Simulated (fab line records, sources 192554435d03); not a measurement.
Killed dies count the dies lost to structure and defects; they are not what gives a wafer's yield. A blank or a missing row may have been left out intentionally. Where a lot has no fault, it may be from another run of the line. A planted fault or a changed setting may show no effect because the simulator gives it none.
Which tool was responsible? | flow n5Finfet | Sampling: 18 lots, 54 wafers, 6 of 1938 route steps

WHAT THE GAUGES SHOWED, per wafer
The record holds no reading of a measuring or inspecting step that can be judged against a usual standard deviation.

WHAT TOOL EACH LOT RAN ON (gives the tool, then ch and the chambers of the sampled wafers, and finally the start)
lot  | N5_MOL_CONTACT_COAG_CMP_28    | N5_MOL_CONTACT_COAG_VIA_ETCH_46   | N5_MOL_CONTACT_COAG_STRIP_96      | N5_MOL_CONTACT_COAG_ETCH_65       | N5_MOL_CONTACT_COAG_VIA_ETCH_117  | N5_BEOL_M0_SAQP_STRIP_86
L074 | cmp-02 ch 0,1,2, day 5 00:56  | rieDiel-03 ch 0,3, day 5 02:49    | rieDiel-03 ch 0,3, day 5 02:52    | rieDiel-03 ch 0,2,3, day 5 03:44  | rieDiel-04 ch 1,2,3, day 5 05:41  | rieDiel-01 ch 0,2,3, day 5 12:04
L076 | cmp-04 ch 1,2, day 5 12:55    | rieDiel-05 ch 0,1,3, day 5 14:53  | rieDiel-05 ch 0,1,3, day 5 14:57  | rieDiel-04 ch 1,2, day 5 15:56    | rieDiel-04 ch 1,3, day 5 16:31    | rieDiel-02 ch 0,1, day 5 22:41
L078 | cmp-04 ch 0,1,3, day 6 02:56  | rieDiel-03 ch 1,2,3, day 6 07:25  | rieDiel-03 ch 1,2,3, day 6 07:29  | rieDiel-03 ch 0,1, day 6 08:19    | rieDiel-03 ch 0,1,2, day 6 09:08  | rieDiel-06 ch 1,3, day 6 15:58
L079 | cmp-02 ch 0,2, day 6 07:49    | rieDiel-04 ch 0,3, day 6 10:29    | rieDiel-04 ch 0,3, day 6 10:33    | rieDiel-04 ch 0,1,2, day 6 11:31  | rieDiel-05 ch 2,3, day 6 11:56    | rieDiel-01 ch 0,2,3, day 6 19:19
L080 | cmp-03 ch 0,1,3, day 6 16:51  | rieDiel-04 ch 1,2, day 6 19:00    | rieDiel-04 ch 1,2, day 6 19:04    | rieDiel-03 ch 1,3, day 6 19:49    | rieDiel-04 ch 0,2,3, day 6 21:11  | rieDiel-01 ch 1,2, day 7 03:04
L081 | cmp-04 ch 1,2,3, day 6 20:56  | rieDiel-05 ch 0,2, day 6 22:54    | rieDiel-05 ch 0,2, day 6 22:58    | rieDiel-04 ch 0,1,2, day 6 23:53  | rieDiel-03 ch 0,2,3, day 7 01:07  | rieDiel-06 ch 1,2,3, day 7 07:36
L082 | cmp-04 ch 0,1,3, day 7 00:42  | rieDiel-04 ch 0,1,2, day 7 02:35  | rieDiel-04 ch 0,1,2, day 7 02:39  | rieDiel-05 ch 1,2,3, day 7 03:23  | rieDiel-05 ch 1,2,3, day 7 03:50  | rieDiel-01 ch 0,1,2, day 7 10:30
L083 | cmp-03 ch 0,3, day 7 07:38    | rieDiel-03 ch 1,3, day 7 09:38    | rieDiel-03 ch 1,3, day 7 09:42    | rieDiel-03 ch 1,2,3, day 7 10:34  | rieDiel-03 ch 1,2,3, day 7 11:24  | rieDiel-02 ch 0,2,3, day 7 19:12
L084 | cmp-02 ch 1,2, day 7 11:01    | rieDiel-03 ch 0,2, day 7 13:07    | rieDiel-03 ch 0,2, day 7 13:11    | rieDiel-03 ch 1,2,3, day 7 14:55  | rieDiel-05 ch 0,1,3, day 7 15:22  | rieDiel-06 ch 1,2,3, day 7 23:16
L085 | cmp-04 ch 0,1,2, day 7 23:49  | rieDiel-05 ch 1,2, day 8 02:10    | rieDiel-05 ch 1,2, day 8 02:16    | rieDiel-05 ch 0,2, day 8 03:13    | rieDiel-05 ch 0,1, day 8 03:40    | rieDiel-06 ch 1,2,3, day 8 11:44
L086 | cmp-04 ch 0,1,3, day 8 00:37  | rieDiel-05 ch 0,1,2, day 8 02:57  | rieDiel-05 ch 0,1,2, day 8 03:01  | rieDiel-05 ch 0,2, day 8 04:17    | rieDiel-05 ch 0,1, day 8 04:44    | rieDiel-02 ch 1,3, day 8 14:05
L087 | cmp-02 ch 0,2,3, day 8 10:40  | rieDiel-04 ch 0,1, day 8 12:37    | rieDiel-04 ch 0,1, day 8 12:41    | rieDiel-05 ch 0,3, day 8 13:30    | rieDiel-05 ch 0,3, day 8 14:25    | rieDiel-01 ch 0,3, day 8 21:44
L088 | cmp-04 ch 1,2,3, day 8 14:50  | rieDiel-04 ch 0,1, day 8 18:07    | rieDiel-04 ch 0,1, day 8 18:11    | rieDiel-05 ch 0,2,3, day 8 19:04  | rieDiel-03 ch 0,1,3, day 8 19:43  | rieDiel-01 ch 1,2,3, day 9 02:34
L089 | cmp-04 ch 0,2,3, day 8 15:58  | rieDiel-05 ch 1,3, day 8 19:22    | rieDiel-05 ch 1,3, day 8 19:26    | rieDiel-05 ch 0,2,3, day 8 20:32  | rieDiel-04 ch 0,2, day 8 21:03    | rieDiel-06 ch 1,3, day 9 07:16
L093 | cmp-02 ch 0,1,3, day 9 15:07  | rieDiel-05 ch 1,2, day 9 16:58    | rieDiel-05 ch 1,2, day 9 17:02    | rieDiel-05 ch 0,1,3, day 9 18:02  | rieDiel-05 ch 0,1,3, day 9 18:32  | rieDiel-02 ch 0,1,2, day 10 01:26
L094 | cmp-04 ch 1,2, day 10 05:50   | rieDiel-03 ch 0,1,3, day 10 08:07 | rieDiel-03 ch 0,1,3, day 10 08:11 | rieDiel-03 ch 0,1,3, day 10 08:56 | rieDiel-04 ch 1,2, day 10 09:22   | rieDiel-06 ch 2,3, day 10 16:15
L096 | cmp-04 ch 0,1,3, day 10 14:58 | rieDiel-05 ch 0,1,3, day 10 16:42 | rieDiel-05 ch 0,1,3, day 10 16:46 | rieDiel-05 ch 1,2,3, day 10 17:38 | rieDiel-03 ch 0,1,3, day 10 18:04 | rieDiel-02 ch 1,2,3, day 11 00:56
L097 | cmp-04 ch 0,1, day 10 21:55   | rieDiel-03 ch 0,2, day 11 00:43   | rieDiel-03 ch 0,2, day 11 00:46   | rieDiel-05 ch 1,3, day 11 01:40   | rieDiel-04 ch 0,2, day 11 02:06   | rieDiel-06 ch 1,2,3, day 11 09:02
- N5_MOL_CONTACT_COAG_CMP_28: polishes, stops on SiNx, t overpolish 0.85 s, target thk 14.522 nm.
- N5_MOL_CONTACT_COAG_VIA_ETCH_46: etches SiO2 in C4F6/O2, target depth 46 nm, overetch 9.2 nm, time 40 s.
- N5_MOL_CONTACT_COAG_STRIP_96: strips in N2/H2.
- N5_MOL_CONTACT_COAG_ETCH_65: etches underlayer in N2/H2, target depth 13 nm, time 10.4 s.
- N5_MOL_CONTACT_COAG_VIA_ETCH_117: etches SiO2 in C4F6/O2, target depth 40 nm, overetch 8 nm, time 26 s.
- N5_BEOL_M0_SAQP_STRIP_86: strips in N2/H2.

WHAT THE TOOLS THEMSELVES READ (means of the sampled wafers that have a number; where no wafer has one, the mark that the record gives instead)
N5_MOL_CONTACT_COAG_CMP_28. Usual: motorCurrentA 11.5 A, standard deviation 1.3; slurryFlowMlMin 149.9, standard deviation 0.46; timeToEndpointS 4.5 s, standard deviation 2.4.
lot  | tool   | motorCurrentA (A) | slurryFlowMlMin | timeToEndpointS (s) | flag
L074 | cmp-02 | 12.2              | 150.1           | 6.0                 | 
L076 | cmp-04 | 10.0              | 150.3           | 4.9                 | 
L078 | cmp-04 | 11.5              | 149.8           | 5.0                 | 
L079 | cmp-02 | 11.5              | 150.0           | 5.2                 | 
L080 | cmp-03 | 12.5              | 149.9           | 5.1                 | 
L081 | cmp-04 | 11.5              | 149.9           | 6.0                 | 
L082 | cmp-04 | 11.3              | 149.8           | 2.3                 | 
L083 | cmp-03 | 12.1              | 149.9           | 8.1                 | 
L084 | cmp-02 | 13.1              | 150.7           | 5.8                 | 
L085 | cmp-04 | 10.0              | 150.1           | 3.5                 | 
L086 | cmp-04 | 11.4              | 149.9           | 3.7                 | 
L087 | cmp-02 | 11.6              | 150.3           | 3.7                 | 
L088 | cmp-04 | 11.6              | 149.7           | 5.8                 | 
L089 | cmp-04 | 10.8              | 149.2           | 3.3                 | 
L093 | cmp-02 | 11.8              | 150.0           | 3.0                 | 
L094 | cmp-04 | 10.1              | 149.6           | 4.0                 | 
L096 | cmp-04 | 11.5              | 149.9           | 3.7                 | 
L097 | cmp-04 | 10.4              | 149.9           | 0.6                 | 

N5_MOL_CONTACT_COAG_VIA_ETCH_46. Usual: drypumpMotorCurrentA 5.8 A, standard deviation 0.43; oesProductAu 0.70 a.u., standard deviation 0.08; rfVppV 1591 V, standard deviation 30; showerheadPlenumPTorr 2.86 Torr, standard deviation 0.11; throttleValvePct 40.8 %, standard deviation 0.5.
lot  | tool       | drypumpMotorCurrentA (A) | oesProductAu (a.u.) | rfVppV (V) | showerheadPlenumPTorr (Torr) | throttleValvePct (%) | flag
L074 | rieDiel-03 | 5.7                      | 0.64                | 1593       | 2.89                         | 40.5                 | 
L076 | rieDiel-05 | 6.0                      | 0.68                | 1605       | 2.83                         | 40.6                 | 
L078 | rieDiel-03 | 5.8                      | 0.77                | 1559       | 2.79                         | 40.6                 | 
L079 | rieDiel-04 | 6.2                      | 0.64                | 1567       | 2.93                         | 41.7                 | 
L080 | rieDiel-04 | 5.7                      | 0.70                | 1623       | 2.78                         | 40.9                 | 
L081 | rieDiel-05 | 5.6                      | 0.81                | 1579       | 3.02                         | 40.9                 | 
L082 | rieDiel-04 | 6.0                      | 0.69                | 1594       | 2.85                         | 41.3                 | 
L083 | rieDiel-03 | 5.7                      | 0.80                | 1579       | 2.84                         | 40.6                 | 
L084 | rieDiel-03 | 5.8                      | 0.64                | 1595       | 2.85                         | 40.3                 | 
L085 | rieDiel-05 | 5.4                      | 0.70                | 1593       | 2.81                         | 40.6                 | 
L086 | rieDiel-05 | 5.8                      | 0.72                | 1592       | 2.90                         | 40.8                 | 
L087 | rieDiel-04 | 6.3                      | 0.67                | 1564       | 2.91                         | 41.7                 | 
L088 | rieDiel-04 | 6.3                      | 0.67                | 1565       | 2.91                         | 41.7                 | 
L089 | rieDiel-05 | 5.6                      | 0.63                | 1606       | 2.73                         | 40.4                 | 
L093 | rieDiel-05 | 5.4                      | 0.68                | 1592       | 2.80                         | 40.6                 | 
L094 | rieDiel-03 | 5.7                      | 0.73                | 1585       | 2.85                         | 40.5                 | 
L096 | rieDiel-05 | 6.0                      | 0.64                | 1603       | 2.81                         | 40.7                 | 
L097 | rieDiel-03 | 5.8                      | 0.70                | 1604       | 2.96                         | 40.3                 | 

N5_MOL_CONTACT_COAG_STRIP_96. Usual: for drypumpMotorCurrentA, 5.8 A with a standard deviation of 0.43; for h2FlowSccm, 299.9 sccm with a standard deviation of 0.88; for oesProductAu, 0.78 a.u. with a standard deviation of 0.094; for powerW, 500.2 W with a standard deviation of 1.7; for rfVppV, 121.9 V with a standard deviation of 1.3; for showerheadPlenumPTorr, 3.38 Torr with a standard deviation of 0.13; for throttleValvePct, 18.9 % with a standard deviation of 0.36.
lot  | tool       | drypumpMotorCurrentA (A) | h2FlowSccm (sccm) | oesProductAu (a.u.) | powerW (W) | rfVppV (V) | showerheadPlenumPTorr (Torr) | throttleValvePct (%) | flag
L074 | rieDiel-03 | 5.7                      | 299.4             | 0.71                | 499.3      | 121.3      | 3.40                         | 18.6                 | 
L076 | rieDiel-05 | 6.0                      | 300.4             | 0.77                | 499.3      | 122.8      | 3.36                         | 18.8                 | 
L078 | rieDiel-03 | 5.7                      | 298.8             | 0.87                | 500.0      | 122.0      | 3.30                         | 18.8                 | 
L079 | rieDiel-04 | 6.2                      | 300.8             | 0.71                | 501.6      | 123.0      | 3.44                         | 19.4                 | 
L080 | rieDiel-04 | 5.7                      | 299.4             | 0.78                | 500.1      | 120.7      | 3.29                         | 18.8                 | 
L081 | rieDiel-05 | 5.6                      | 299.5             | 0.91                | 501.6      | 121.2      | 3.58                         | 18.9                 | 
L082 | rieDiel-04 | 6.0                      | 299.9             | 0.78                | 499.4      | 122.3      | 3.36                         | 19.1                 | 
L083 | rieDiel-03 | 5.7                      | 300.3             | 0.91                | 502.7      | 122.4      | 3.39                         | 19.1                 | 
L084 | rieDiel-03 | 5.8                      | 300.2             | 0.69                | 501.5      | 121.9      | 3.36                         | 18.4                 | 
L085 | rieDiel-05 | 5.4                      | 300.2             | 0.78                | 503.0      | 121.4      | 3.32                         | 18.8                 | 
L086 | rieDiel-05 | 5.8                      | 299.6             | 0.81                | 499.2      | 123.3      | 3.44                         | 18.9                 | 
L087 | rieDiel-04 | 6.3                      | 299.7             | 0.76                | 497.8      | 121.5      | 3.42                         | 19.3                 | 
L088 | rieDiel-04 | 6.3                      | 299.8             | 0.75                | 499.0      | 122.0      | 3.42                         | 19.3                 | 
L089 | rieDiel-05 | 5.6                      | 299.8             | 0.70                | 500.2      | 120.8      | 3.23                         | 18.8                 | 
L093 | rieDiel-05 | 5.4                      | 299.9             | 0.76                | 501.2      | 122.0      | 3.32                         | 18.8                 | 
L094 | rieDiel-03 | 5.7                      | 299.7             | 0.81                | 501.9      | 121.8      | 3.38                         | 18.8                 | 
L096 | rieDiel-05 | 6.0                      | 299.8             | 0.72                | 501.3      | 121.6      | 3.34                         | 18.9                 | 
L097 | rieDiel-03 | 5.8                      | 300.5             | 0.77                | 500.4      | 122.2      | 3.48                         | 18.3                 | 

N5_MOL_CONTACT_COAG_ETCH_65. Usual: for drypumpMotorCurrentA, 5.8 A with a standard deviation of 0.42; for etchRfOnTimeS, 10.49 s with a standard deviation of 0.22; for h2FlowSccm, 200.0 sccm with a standard deviation of 0.63; for oesProductAu, 0.67 a.u. with a standard deviation of 0.08; for rfVppV, 524.3 V with a standard deviation of 3; for showerheadPlenumPTorr, 2.56 Torr with a standard deviation of 0.11; for throttleValvePct, 17.79 % with a standard deviation of 0.22.
lot  | tool       | drypumpMotorCurrentA (A) | etchRfOnTimeS (s) | h2FlowSccm (sccm) | oesProductAu (a.u.) | rfVppV (V) | showerheadPlenumPTorr (Torr) | throttleValvePct (%) | flag
L074 | rieDiel-03 | 5.7                      | 10.89             | 199.7             | 0.59                | 522.8      | 2.50                         | 17.69                | 
L076 | rieDiel-04 | 5.7                      | 10.40             | 200.1             | 0.67                | 521.8      | 2.49                         | 17.77                | 
L078 | rieDiel-03 | 5.8                      | 10.64             | 200.0             | 0.72                | 526.1      | 2.62                         | 17.82                | 
L079 | rieDiel-04 | 6.0                      | 10.32             | 199.9             | 0.66                | 523.7      | 2.55                         | 17.96                | 
L080 | rieDiel-03 | 5.7                      | 10.30             | 199.6             | 0.79                | 524.0      | 2.56                         | 17.87                | 
L081 | rieDiel-04 | 6.0                      | 10.34             | 200.6             | 0.66                | 524.5      | 2.54                         | 17.97                | 
L082 | rieDiel-05 | 5.5                      | 10.45             | 200.4             | 0.67                | 525.1      | 2.55                         | 17.70                | 
L083 | rieDiel-03 | 5.7                      | 10.56             | 200.1             | 0.72                | 523.4      | 2.49                         | 17.76                | 
L084 | rieDiel-03 | 5.7                      | 10.63             | 199.8             | 0.71                | 523.0      | 2.49                         | 17.75                | 
L085 | rieDiel-05 | 5.6                      | 10.47             | 200.0             | 0.75                | 527.6      | 2.71                         | 17.70                | 
L086 | rieDiel-05 | 6.1                      | 10.48             | 199.7             | 0.72                | 526.8      | 2.70                         | 17.82                | 
L087 | rieDiel-05 | 6.3                      | 10.59             | 200.3             | 0.65                | 525.8      | 2.62                         | 17.89                | 
L088 | rieDiel-05 | 5.8                      | 10.55             | 199.6             | 0.68                | 525.5      | 2.64                         | 17.77                | 
L089 | rieDiel-05 | 5.8                      | 10.29             | 200.4             | 0.69                | 526.9      | 2.64                         | 17.78                | 
L093 | rieDiel-05 | 6.0                      | 10.52             | 200.0             | 0.62                | 523.3      | 2.53                         | 17.87                | 
L094 | rieDiel-03 | 5.7                      | 10.47             | 199.8             | 0.69                | 524.4      | 2.56                         | 17.72                | 
L096 | rieDiel-05 | 5.5                      | 10.40             | 199.9             | 0.64                | 523.8      | 2.54                         | 17.75                | 
L097 | rieDiel-05 | 5.7                      | 10.40             | 200.4             | 0.59                | 521.4      | 2.47                         | 17.82                | 

N5_MOL_CONTACT_COAG_VIA_ETCH_117. Usual: drypumpMotorCurrentA 5.8 A, standard deviation 0.43; oesProductAu 0.71 a.u., standard deviation 0.08; rfVppV 1592 V, standard deviation 29; showerheadPlenumPTorr 2.86 Torr, standard deviation 0.11; throttleValvePct 41.0 %, standard deviation 0.51.
lot  | tool       | drypumpMotorCurrentA (A) | oesProductAu (a.u.) | rfVppV (V) | showerheadPlenumPTorr (Torr) | throttleValvePct (%) | flag
L074 | rieDiel-04 | 5.8                      | 0.70                | 1614       | 2.84                         | 41.0                 | 
L076 | rieDiel-04 | 6.0                      | 0.73                | 1602       | 2.90                         | 41.0                 | 
L078 | rieDiel-03 | 5.8                      | 0.70                | 1589       | 2.84                         | 40.6                 | 
L079 | rieDiel-05 | 5.3                      | 0.79                | 1581       | 2.96                         | 40.8                 | 
L080 | rieDiel-04 | 5.9                      | 0.64                | 1596       | 2.85                         | 41.4                 | 
L081 | rieDiel-03 | 5.7                      | 0.71                | 1566       | 2.81                         | 40.6                 | 
L082 | rieDiel-05 | 5.5                      | 0.70                | 1593       | 2.85                         | 40.7                 | 
L083 | rieDiel-03 | 5.7                      | 0.76                | 1559       | 2.79                         | 40.8                 | 
L084 | rieDiel-05 | 6.0                      | 0.67                | 1603       | 2.82                         | 40.8                 | 
L085 | rieDiel-05 | 5.9                      | 0.67                | 1604       | 2.79                         | 40.8                 | 
L086 | rieDiel-05 | 5.9                      | 0.67                | 1604       | 2.79                         | 40.8                 | 
L087 | rieDiel-05 | 6.3                      | 0.70                | 1601       | 2.91                         | 41.0                 | 
L088 | rieDiel-03 | 5.7                      | 0.73                | 1586       | 2.86                         | 40.7                 | 
L089 | rieDiel-04 | 6.1                      | 0.64                | 1576       | 2.86                         | 41.9                 | 
L093 | rieDiel-05 | 6.0                      | 0.66                | 1602       | 2.82                         | 40.8                 | 
L094 | rieDiel-04 | 5.9                      | 0.70                | 1609       | 2.81                         | 41.0                 | 
L096 | rieDiel-03 | 5.7                      | 0.71                | 1586       | 2.85                         | 40.7                 | 
L097 | rieDiel-04 | 5.8                      | 0.71                | 1604       | 2.77                         | 41.5                 | 

N5_BEOL_M0_SAQP_STRIP_86. Usual: for drypumpMotorCurrentA, 5.7 A with a standard deviation of 0.4; for h2FlowSccm, 300.0 sccm with a standard deviation of 0.93; for oesProductAu, 0.77 a.u. with a standard deviation of 0.09; for powerW, 500.1 W with a standard deviation of 1.6; for rfVppV, 121.8 V with a standard deviation of 1.4; for showerheadPlenumPTorr, 3.36 Torr with a standard deviation of 0.097; for throttleValvePct, 18.95 % with a standard deviation of 0.25.
lot  | tool       | drypumpMotorCurrentA (A) | h2FlowSccm (sccm) | oesProductAu (a.u.) | powerW (W) | rfVppV (V) | showerheadPlenumPTorr (Torr) | throttleValvePct (%) | flag
L074 | rieDiel-01 | 5.6                      | 299.1             | 0.80                | 500.0      | 120.9      | 3.42                         | 18.85                | 
L076 | rieDiel-02 | 5.4                      | 300.0             | 0.76                | 500.3      | 121.2      | 3.22                         | 18.85                | 
L078 | rieDiel-06 | 5.5                      | 301.0             | 0.76                | 501.6      | 120.7      | 3.36                         | 18.88                | 
L079 | rieDiel-01 | 5.6                      | 299.2             | 0.79                | 499.6      | 122.4      | 3.41                         | 18.88                | 
L080 | rieDiel-01 | 6.2                      | 299.3             | 0.84                | 498.8      | 122.7      | 3.31                         | 18.88                | 
L081 | rieDiel-06 | 5.4                      | 300.1             | 0.77                | 500.7      | 121.1      | 3.41                         | 18.94                | 
L082 | rieDiel-01 | 5.8                      | 301.0             | 0.81                | 499.7      | 122.9      | 3.34                         | 18.93                | 
L083 | rieDiel-02 | 6.0                      | 300.1             | 0.69                | 500.4      | 121.2      | 3.32                         | 19.07                | 
L084 | rieDiel-06 | 5.4                      | 300.1             | 0.76                | 500.0      | 122.0      | 3.41                         | 18.94                | 
L085 | rieDiel-06 | 5.4                      | 300.6             | 0.75                | 500.3      | 121.3      | 3.40                         | 18.96                | 
L086 | rieDiel-02 | 5.6                      | 299.5             | 0.74                | 501.4      | 120.5      | 3.25                         | 18.78                | 
L087 | rieDiel-01 | 5.7                      | 300.8             | 0.81                | 500.6      | 123.6      | 3.45                         | 18.68                | 
L088 | rieDiel-01 | 6.0                      | 301.0             | 0.80                | 500.0      | 121.0      | 3.38                         | 18.88                | 
L089 | rieDiel-06 | 5.5                      | 300.2             | 0.73                | 498.5      | 120.9      | 3.35                         | 18.91                | 
L093 | rieDiel-02 | 5.6                      | 299.4             | 0.71                | 500.3      | 120.7      | 3.29                         | 19.05                | 
L094 | rieDiel-06 | 5.4                      | 300.3             | 0.80                | 501.1      | 121.4      | 3.41                         | 18.88                | 
L096 | rieDiel-02 | 5.8                      | 300.5             | 0.70                | 499.1      | 121.8      | 3.33                         | 18.97                | 
L097 | rieDiel-06 | 5.4                      | 299.7             | 0.84                | 500.3      | 121.2      | 3.39                         | 18.86                | 

THE ANSWER, worked out from the rows above alone
Rule: a lot counts as off when the mean over its wafers that have a number is more than 3 standard deviations away from the usual mean. Also off: a lot with no number at a reading for which 4 or more lots have one. Any other lot the step has rows for is counted as sound. After the gauges, taken in route order, come the tools' own readings; for these a lot's mean is taken, as printed above. The first step at which some lot is off is used, and at that step the reading that is off furthest; a lot without a number counts as furthest.
None of the lots is off at any reading shown; this tells nothing.

WHAT WAS PUT IN BY THE SIMULATOR
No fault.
